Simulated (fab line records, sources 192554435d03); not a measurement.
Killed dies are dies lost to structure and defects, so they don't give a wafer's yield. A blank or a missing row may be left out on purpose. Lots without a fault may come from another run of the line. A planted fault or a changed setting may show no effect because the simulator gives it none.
Which tool did it? | flow n5_finfet | 12 lots, 36 wafers sampled, at 1 step of a route of 1938

WHAT THE GAUGES READ, wafer by wafer
N5_BEOL_M10_CD_MEAS_11: target cd 64.1 nm.
lot  | measured     | on        | cd_nm (nm)
L075 | day 11 03:44 | cd_sem-01 | 64.5 63.9 63.2
L077 | day 13 07:59 | cd_sem-01 | 64.9 64.9 64.4
L079 | day 14 03:43 | cd_sem-01 | 64.7 64.0 64.5
L082 | day 14 18:07 | cd_sem-03 | 64.1 63.8 64.4
L085 | day 15 17:19 | cd_sem-03 | 64.2 64.6 64.2
L087 | day 15 18:06 | cd_sem-03 | 64.8 64.8 65.1
L076 | day 16 01:41 | cd_sem-02 | 63.8 63.5 64.2
L090 | day 16 09:52 | cd_sem-02 | 63.8 64.5 63.8
L088 | day 17 04:28 | cd_sem-03 | 63.8 64.5 64.4
L094 | day 17 09:39 | cd_sem-02 | 64.4 63.7 63.9
L095 | day 17 11:24 | cd_sem-01 | 64.0 63.7 63.2
L097 | day 17 20:33 | cd_sem-01 | 64.2 64.0 64.5

WHICH TOOL RAN EACH LOT (tool, then ch and the chambers of the sampled wafers, then the start)
The record holds no process step before these readings.

THE ANSWER, worked out from the rows above alone
Rule: what is usual is taken from the lots themselves. Put in order of their means at a reading, lots are off if they are a third of the lots or fewer, leave a main group of 4 or more, and stand apart from it by a gap of 3 or more times the standard deviation of the main group's means; of several such gaps the widest counts. A main group whose means are all the same, to the digits that the tables above print for the reading, isn't used. A lot without any number at a reading at which 4 lots or more have one is off too. The other lots that the step has rows for count as sound.
No lot is off at any reading shown: from this, nothing can be told.

WHAT THE SIMULATOR HAD PUT IN
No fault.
